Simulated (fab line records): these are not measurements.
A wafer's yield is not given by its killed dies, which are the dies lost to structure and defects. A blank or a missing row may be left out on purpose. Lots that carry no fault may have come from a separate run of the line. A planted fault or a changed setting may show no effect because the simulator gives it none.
fab line records -- flow nandHarc
record lots=15, wafers=45, lastDay=33
route steps=1302 shown P_M1@298 P_M2@318
lots with no fault: from the same line, run without faults
startH: hours from the record's opening day to when the first of the lot's shown wafers began -- waitH: hours since the lot's step before -- " the same as in the row above -- L1.1+2: a row that stands for several wafers -- - either no value or no given start -- * or withheld: withheld -- < > ~ a bound
route shown NAME@n: a module of which the file shows steps, and the number in the route of the first -- usual: mean/standard deviation of fault-free wafers -- same: alike in all rows -- chamber/n: place in a boat -- sites: the reading at each site -- _std_site: their standard deviation -- _edge_site: mean of outer sites minus mean of inner sites -- radiusMm: how far each site lies from the wafer's centre -- mask NAME#n: copy n -- behind: the last tool/chamber to shape the wafer -- hold: cause of the lot's hold/its duration in hours/its outcome -- device: the transistor (n, p or np) that didn't switch -- end of line: at the end of the route, the tests of the same wafers -- a step with no rows: only its recipe -- killed: the dies lost at the first sort to structure and to defects; this is not the yield of the wafer -- map: a wafer's dies, marking killed ones x, the rest . and places with no die _
set.NAME: the run value of the setting; set.NAME@STEP: its run value at that earlier step -- model.NAME: the simulator's own value behind a step, which no gauge read
the route's steps for a sample of lots (tables are steps, rows are wafers)
services: from which hour (startH, from the record's first day; less than 0 if before it) a tool's chamber was out of use, for how many hours, and why
## steps
# step NHARC_P_M1_DESCUM_14
# recipe timeS=3, o2FlowSccm=200, arFlowSccm=0, biasPowerW=0, chemistry=O2
# usual chamberPressureMTorr=60.00/0.05, drypumpMotorCurrentA=5.7/0.4, oesProductAu=0.999/0.0076, rfVppV=57.7/0.87, showerheadPlenumPTorr=1.90/0.058, throttleValvePct=11.311/0.0091
lot.wafer,tool,chamber,startH,waitH,chamberPressureMTorr,drypumpMotorCurrentA,oesProductAu,rfHoursCounterH,rfVppV,showerheadPlenumPTorr,throttleValvePct
L239.1,rieDiel-08,2,134.29,0.1,59.99,6.0,0.993,7,59.5,1.92,11.326
L239.2,rieDiel-08,3,134.29,0.1,60.03,5.6,0.988,6,58.6,1.88,11.317
L239.3,rieDiel-08,0,134.29,0.1,59.89,5.1,0.990,7,58.3,1.95,11.310
L240.4,rieDiel-08,1,140.59,0.1,59.91,5.7,1.001,5,56.0,1.79,11.310
L240.1,rieDiel-08,2,140.59,0.1,60.05,6.0,0.989,7,57.3,1.92,11.300
L240.5,rieDiel-08,1,140.59,0.1,60.00,5.7,0.997,-,57.6,1.79,11.306
L241.2,rieDiel-08,2,150.68,0.1,59.95,6.0,0.995,8,58.5,1.92,11.305
L241.5,rieDiel-08,2,150.68,0.1,60.01,6.0,1.002,-,58.4,1.92,11.299
L241.6,rieDiel-08,1,150.68,0.1,59.95,5.7,1.008,-,58.7,1.79,11.321
L242.1,rieDiel-08,0,164.66,0.1,60.07,5.1,0.991,8,56.6,1.95,11.296
L242.3,rieDiel-08,2,164.66,0.1,59.99,6.0,0.994,9,60.4,1.92,11.302
L242.5,rieDiel-08,0,164.66,0.1,59.98,5.1,0.994,-,57.3,1.95,11.308
L246.2,rieDiel-13,1,221.07,0.1,59.97,6.6,1.017,13,59.4,1.98,11.304
L246.3,rieDiel-13,2,221.07,0.1,60.14,4.8,1.009,8,57.7,1.86,11.306
L246.4,rieDiel-13,0,221.07,0.1,59.95,6.5,0.997,-,55.3,1.87,11.297
L247.2,rieDiel-08,1,221.52,0.1,59.93,5.7,1.009,1,58.8,1.78,11.310
L247.4,rieDiel-08,3,221.52,0.1,59.96,5.6,1.021,1,57.0,1.88,11.313
L247.6,rieDiel-08,1,221.52,0.1,60.02,5.7,1.002,-,56.9,1.78,11.321
L248.3,rieDiel-08,3,222.64,0.1,60.09,5.6,1.002,2,56.4,1.88,11.312
L248.4,rieDiel-08,0,222.64,0.1,60.09,5.1,1.002,2,57.9,1.95,11.315
L248.5,rieDiel-08,1,222.64,0.1,59.94,5.7,1.003,-,57.9,1.78,11.316
L253.4,rieDiel-11,1,272.31,0.1,60.01,5.5,1.010,0,58.4,1.92,11.301
L253.1,rieDiel-11,2,272.31,0.1,60.00,5.8,0.985,0,56.8,1.87,11.310
L253.6,rieDiel-11,0,272.31,0.1,60.07,6.5,0.998,-,57.9,1.93,11.309
L252.2,rieDiel-11,1,275.10,0.1,59.98,5.5,1.008,0,58.8,1.92,11.320
L252.1,rieDiel-11,2,275.10,0.1,59.93,5.8,0.989,0,59.2,1.87,11.319
L252.4,rieDiel-11,0,275.10,0.1,59.93,6.4,0.994,0,57.4,1.93,11.312
L254.1,rieDiel-11,0,286.04,0.1,59.96,6.4,0.997,2,58.4,1.93,11.317
L254.4,rieDiel-11,1,286.04,0.1,59.96,5.5,1.012,1,57.7,1.92,11.292
L254.5,rieDiel-11,3,286.04,0.1,60.04,5.9,1.007,-,58.4,1.98,11.318
L256.4,rieDiel-11,1,311.07,0.1,59.99,5.5,1.004,4,57.6,1.91,11.322
L256.6,rieDiel-11,1,311.07,0.1,60.00,5.5,1.000,-,58.9,1.91,11.325
L256.5,rieDiel-11,2,311.07,0.1,59.96,5.8,0.981,-,58.8,1.87,11.318
L258.4,rieDiel-08,0,331.17,0.1,60.02,5.1,1.004,11,57.9,1.94,11.326
L258.1,rieDiel-08,2,331.17,0.1,59.98,6.0,1.006,10,57.5,1.92,11.322
L258.5,rieDiel-08,1,331.17,0.1,60.02,5.7,0.998,-,56.8,1.78,11.318
L259.1,rieDiel-11,0,341.63,0.1,60.06,6.4,0.986,8,56.6,1.93,11.313
L259.4,rieDiel-11,1,341.63,0.1,59.96,5.5,1.012,7,58.7,1.91,11.308
L259.2,rieDiel-11,2,341.63,0.1,60.02,5.8,0.980,6,57.6,1.87,11.329
L261.2,rieDiel-08,1,356.33,0.1,59.98,5.7,1.008,12,58.4,1.78,11.320
L261.5,rieDiel-08,2,356.33,0.1,60.05,6.0,0.999,-,59.5,1.91,11.309
L261.6,rieDiel-08,3,356.33,0.1,59.92,5.6,1.011,-,58.0,1.87,11.304
L260.2,rieDiel-08,3,357.04,0.1,59.98,5.6,1.004,13,56.9,1.87,11.311
L260.4,rieDiel-08,2,357.04,0.1,59.98,6.0,0.997,11,56.6,1.91,11.315
L260.6,rieDiel-08,0,357.04,0.1,59.94,5.1,0.990,-,57.1,1.94,11.319
# step NHARC_P_M1_CD_MEAS_16
# usual cdNm=129.5/0.71
lot.wafer,tool,chamber,startH,waitH,cdNm
L239.1,cdSem-02,-,134.64,-,130.0
L239.2,cdSem-02,-,134.64,-,129.4
L239.3,cdSem-02,-,134.64,-,130.4
L240.1,cdSem-02,-,140.90,-,128.5
L240.4,cdSem-02,-,140.90,-,129.3
L240.5,cdSem-02,-,140.90,-,128.6
L241.2,cdSem-02,-,151.03,-,128.4
L241.5,cdSem-02,-,151.03,-,127.8
L241.6,cdSem-02,-,151.03,-,128.4
L242.1,cdSem-03,-,164.96,-,129.7
L242.3,cdSem-03,-,164.96,-,129.3
L242.5,cdSem-03,-,164.96,-,128.8
L246.2,cdSem-02,-,221.41,-,129.8
L246.3,cdSem-02,-,221.41,-,129.6
L246.4,cdSem-02,-,221.41,-,130.2
L247.2,cdSem-02,-,222.05,-,129.2
L247.4,cdSem-02,-,222.05,-,129.4
L247.6,cdSem-02,-,222.05,-,129.2
L248.3,cdSem-02,-,222.93,-,129.7
L248.4,cdSem-02,-,222.93,-,129.8
L248.5,cdSem-02,-,222.93,-,129.7
L253.1,cdSem-02,-,272.60,-,129.0
L253.4,cdSem-02,-,272.60,-,129.3
L253.6,cdSem-02,-,272.60,-,128.6
L252.1,cdSem-03,-,275.42,-,130.6
L252.2,cdSem-03,-,275.42,-,131.0
L252.4,cdSem-03,-,275.42,-,130.2
L254.1,cdSem-01,-,286.33,-,130.2
L254.4,cdSem-01,-,286.33,-,130.8
L254.5,cdSem-01,-,286.33,-,130.1
L256.4,cdSem-02,-,311.38,-,130.5
L256.5,cdSem-02,-,311.38,-,130.0
L256.6,cdSem-02,-,311.38,-,129.1
L258.1,cdSem-02,-,331.47,-,129.3
L258.4,cdSem-02,-,331.47,-,129.0
L258.5,cdSem-02,-,331.47,-,129.8
L259.1,cdSem-02,-,341.93,-,129.6
L259.2,cdSem-02,-,341.93,-,129.6
L259.4,cdSem-02,-,341.93,-,129.4
L261.2,cdSem-01,-,356.61,-,128.5
L261.5,cdSem-01,-,356.61,-,128.0
L261.6,cdSem-01,-,356.61,-,128.5
L260.2,cdSem-01,-,357.34,-,128.8
L260.4,cdSem-01,-,357.34,-,128.2
L260.6,cdSem-01,-,357.34,-,129.6
# step NHARC_P_M1_STRIP_18
# recipe powerW=1000, n2FlowSccm=150, h2FlowSccm=150, arFlowSccm=0, biasW=0, chemistry=N2/H2
# usual chamberPressureMTorr=29.999/0.025, drypumpMotorCurrentA=5.8/0.48, n2FlowSccm=150.0/0.44, oesProductAu=1.003/0.0086, rfVppV=90.6/0.74, showerheadPlenumPTorr=2.03/0.063, throttleValvePct=14.172/0.0094
lot.wafer,tool,chamber,startH,waitH,chamberPressureMTorr,drypumpMotorCurrentA,n2FlowSccm,oesProductAu,rfHoursCounterH,rfVppV,showerheadPlenumPTorr,throttleValvePct
L239.3,rieDiel-11,0,134.72,0.1,30.020,6.4,150.0,0.991,4,90.4,2.06,14.182
L239.2,rieDiel-11,1,134.72,0.1,30.014,5.5,149.4,1.000,5,91.0,2.05,14.181
L239.1,rieDiel-11,3,134.72,0.1,29.997,5.9,149.7,0.999,4,91.2,2.12,14.165
L240.1,rieDiel-08,0,140.97,0.1,29.986,5.1,149.2,0.985,7,89.4,2.08,14.173
L240.4,rieDiel-08,3,140.97,0.1,30.007,5.6,151.3,0.996,6,90.6,2.00,14.144
L240.5,rieDiel-08,1,140.97,0.1,29.976,5.7,149.8,1.009,-,89.5,1.90,14.149
L241.2,rieDiel-08,1,151.10,0.1,29.995,5.7,150.5,1.004,7,89.4,1.90,14.173
L241.5,rieDiel-08,2,151.10,0.1,30.036,6.0,150.1,0.995,-,90.9,2.05,14.173
L241.6,rieDiel-08,3,151.10,0.1,30.066,5.6,150.2,0.995,-,90.4,2.00,14.156
L242.1,rieDiel-08,3,165.03,0.1,29.997,5.6,150.8,0.989,8,90.0,2.00,14.176
L242.3,rieDiel-08,2,165.03,0.1,30.002,6.0,150.6,0.994,9,90.1,2.05,14.176
L242.5,rieDiel-08,0,165.03,0.1,29.998,5.0,149.6,0.989,-,91.0,2.08,14.179
L246.2,rieDiel-11,1,221.48,0.1,29.998,5.5,150.4,1.005,12,90.6,2.04,14.169
L246.4,rieDiel-11,3,221.48,0.1,29.999,5.9,149.8,1.009,12,91.1,2.12,14.156
L246.3,rieDiel-11,0,221.48,0.1,29.998,6.4,149.8,1.001,12,92.9,2.06,14.182
L247.2,rieDiel-13,2,222.12,0.1,30.018,4.8,149.7,1.011,8,90.4,1.98,14.167
L247.6,rieDiel-13,0,222.12,0.1,30.001,6.5,149.4,1.004,-,90.7,1.99,14.169
L247.4,rieDiel-13,1,222.12,0.1,30.010,6.6,149.0,1.018,-,91.3,2.12,14.173
L248.3,rieDiel-13,0,223.00,0.1,29.997,6.5,149.6,0.996,14,90.9,1.99,14.167
L248.4,rieDiel-13,0,223.00,0.1,30.028,6.5,150.3,0.994,-,90.8,1.99,14.180
L248.5,rieDiel-13,1,223.00,0.1,29.983,6.6,149.7,1.011,-,91.5,2.12,14.184
L253.1,rieDiel-11,0,272.68,0.1,30.010,6.4,150.7,1.008,0,89.9,2.06,14.161
L253.4,rieDiel-11,1,272.68,0.1,29.972,5.5,150.7,1.019,0,90.7,2.04,14.166
L253.6,rieDiel-11,1,272.68,0.1,29.935,5.5,149.2,1.017,-,88.7,2.04,14.170
L252.2,rieDiel-08,2,275.50,0.1,29.991,6.0,150.2,1.004,5,90.6,2.04,14.174
L252.4,rieDiel-08,3,275.50,0.1,29.964,5.6,150.4,1.014,6,90.8,2.00,14.161
L252.1,rieDiel-08,1,275.50,0.1,30.001,5.7,149.8,1.001,5,90.3,1.90,14.182
L254.1,rieDiel-08,0,286.46,0.1,30.005,5.1,149.3,1.013,7,90.9,2.07,14.178
L254.4,rieDiel-08,1,286.46,0.1,29.981,5.7,150.3,1.012,6,90.7,1.90,14.175
L254.5,rieDiel-08,2,286.46,0.1,29.988,6.0,149.8,0.998,-,90.3,2.04,14.178
L256.4,rieDiel-13,1,311.47,0.1,29.988,6.6,148.9,1.004,39,90.7,2.11,14.171
L256.6,rieDiel-13,0,311.47,0.1,29.973,6.4,150.4,0.993,-,90.0,1.98,14.173
L256.5,rieDiel-13,1,311.47,0.1,30.054,6.6,149.7,0.990,-,90.7,2.11,14.174
L258.1,rieDiel-11,0,331.55,0.1,29.998,6.4,149.8,0.985,7,91.6,2.05,14.180
L258.4,rieDiel-11,3,331.55,0.1,29.990,5.9,150.0,1.005,7,91.1,2.11,14.180
L258.5,rieDiel-11,1,331.55,0.1,30.006,5.5,149.7,1.006,-,90.3,2.04,14.193
L259.1,rieDiel-08,1,342.03,0.1,29.992,5.7,149.8,0.998,11,90.0,1.89,14.179
L259.4,rieDiel-08,2,342.03,0.1,29.996,6.0,150.8,1.004,11,91.1,2.04,14.168
L259.2,rieDiel-08,3,342.03,0.1,29.993,5.6,150.8,1.008,12,90.7,1.99,14.163
L261.2,rieDiel-11,3,356.73,0.1,29.996,5.9,149.1,1.018,9,89.7,2.11,14.170
L261.5,rieDiel-11,1,356.73,0.1,29.954,5.5,150.1,1.028,-,90.8,2.04,14.166
L261.6,rieDiel-11,2,356.73,0.1,30.006,5.8,150.0,1.003,-,90.3,1.99,14.161
L260.2,rieDiel-11,0,357.42,0.1,29.991,6.4,150.1,0.996,9,92.0,2.05,14.178
L260.4,rieDiel-11,3,357.42,0.1,30.047,5.9,150.5,0.996,9,91.1,2.11,14.185
L260.6,rieDiel-11,1,357.42,0.1,30.012,5.5,149.8,1.008,-,90.0,2.04,14.153
# step NHARC_P_M2_DEP_00
# recipe targetThkA=1825, targetThkNm=182.5, tempC=withheld, pressureTorr=5, flowSccm=200, rfW=600, material=SiOC
# usual chamberPressureTorr=5.002/0.011, rfFwdPowerW=598.4/1.9
lot.wafer,tool,chamber,startH,waitH,chamberPressureTorr,rfFwdPowerW,sinceWetCleanH
L239.3,pecvd-03,1,137.50,-,5.016,601.3,121
L239.1,pecvd-03,2,137.50,-,4.998,599.7,121
L239.2,pecvd-03,0,137.50,-,4.998,597.1,121
L240.1,pecvd-02,2,143.81,-,4.994,600.4,85
L240.4,pecvd-02,1,143.81,-,5.002,598.5,-
L240.5,pecvd-02,2,143.81,-,4.981,599.1,-
L241.2,pecvd-02,0,154.02,-,5.010,595.9,95
L241.6,pecvd-02,1,154.02,-,5.032,595.5,-
L241.5,pecvd-02,0,154.02,-,4.995,598.2,-
L242.1,pecvd-03,1,167.80,-,4.982,600.9,151
L242.3,pecvd-03,2,167.80,-,4.997,597.8,151
L242.5,pecvd-03,0,167.80,-,4.993,596.4,-
L246.2,pecvd-02,1,224.26,-,-,-,-
L246.3,pecvd-02,0,224.26,-,-,-,-
L246.4,pecvd-02,1,224.26,-,-,-,-
L247.2,pecvd-02,2,224.98,-,-,-,-
L247.6,pecvd-02,2,224.98,-,-,-,-
L247.4,pecvd-02,0,224.98,-,-,-,-
L248.3,pecvd-01,0,225.89,-,-,-,-
L248.5,pecvd-01,2,225.89,-,-,-,-
L248.4,pecvd-01,0,225.89,-,-,-,-
L253.1,pecvd-03,0,275.53,-,5.009,599.7,77
L253.4,pecvd-03,0,275.53,-,5.008,597.6,-
L253.6,pecvd-03,1,275.53,-,5.013,600.0,-
L252.2,pecvd-02,2,278.29,-,5.020,596.6,38
L252.1,pecvd-02,0,278.29,-,4.998,599.0,38
L252.4,pecvd-02,0,278.29,-,4.981,598.0,-
L254.1,pecvd-02,0,289.20,-,4.988,596.6,49
L254.4,pecvd-02,0,289.20,-,4.989,596.0,-
L254.5,pecvd-02,1,289.20,-,5.014,597.3,-
L256.5,pecvd-02,2,314.68,-,5.019,593.6,-
L256.4,pecvd-02,0,314.68,-,5.007,600.8,-
L256.6,pecvd-02,1,314.68,-,5.001,595.9,-
L258.1,pecvd-02,0,334.39,-,5.000,599.7,94
L258.5,pecvd-02,2,334.39,-,5.006,599.4,-
L258.4,pecvd-02,0,334.39,-,5.019,601.5,-
L259.1,pecvd-02,1,344.76,-,5.004,594.9,104
L259.2,pecvd-02,2,344.76,-,4.999,601.1,105
L259.4,pecvd-02,1,344.76,-,5.013,598.6,-
L261.2,pecvd-03,1,359.43,-,4.990,600.3,161
L261.5,pecvd-03,1,359.43,-,4.988,596.4,-
L261.6,pecvd-03,2,359.43,-,5.015,597.5,-
L260.2,pecvd-03,0,360.79,-,5.021,597.4,163
L260.6,pecvd-03,1,360.79,-,5.013,599.8,-
L260.4,pecvd-03,2,360.79,-,4.991,600.5,-
## services
tool,chamber,startH,hours,kind
rieDiel-08,1,128.85,6.0,repair
rieDiel-13,0,129.22,1.6,repair
pecvd-01,-,130.68,13.0,pm
rieDiel-08,0,141.73,14.4,repair
rieDiel-11,-,150.76,1.1,repair
pecvd-02,0,162.36,1.8,repair
rieDiel-11,2,164.83,2.9,repair
rieDiel-13,-,167.54,9.0,pm
rieDiel-08,0,183.57,11.3,repair
pecvd-03,-,185.16,13.0,pm
rieDiel-08,-,190.80,9.0,pm
rieDiel-13,2,197.28,7.4,repair
rieDiel-11,2,206.41,6.2,repair
pecvd-03,-,210.62,0.6,repair
rieDiel-13,3,219.62,10.5,repair
pecvd-02,-,227.33,13.0,pm
rieDiel-11,1,244.97,5.7,repair
rieDiel-11,-,255.50,9.0,pm
rieDiel-13,-,256.49,0.2,repair
pecvd-01,-,299.92,0.8,repair
rieDiel-11,-,302.14,0.7,repair
rieDiel-13,0,316.76,33.3,repair
rieDiel-13,3,320.42,9.8,repair
rieDiel-13,-,344.54,9.0,pm
## key
firstSign step=NHARC_P_M2_DEP_00, reading=toolRecord, direction=missing
effect none on later readings
metAt NHARC_P_M2_DEP_00
struckLots L246,L247,L248
laterRowsLeftOut L246.2,L246.3,L246.4,L247.2,L247.4,L247.6,L248.3,L248.4,L248.5
sortLeftOut L246.2,L246.3,L246.4,L247.2,L247.4,L247.6,L248.3,L248.4,L248.5
notActingAt NHARC_P_M1_DESCUM_14,NHARC_P_M1_CD_MEAS_16,NHARC_P_M1_STRIP_18
onsetBetween 154.02 224.26
fault kind=skippedStepWhole, tool=pecvd-01,pecvd-02, chamber=-, onsetH=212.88, steps=NHARC_P_M2_DEP_00, scope=struckLotsOnly
# sortLeftOut: the simulated sort isn't trusted on such a fault, so these wafers' sort isn't shown, and their yield isn't known
# laterRowsLeftOut: the simulator's readings of these wafers behind a module that went badly wrong aren't trusted and aren't shown, but for the sort
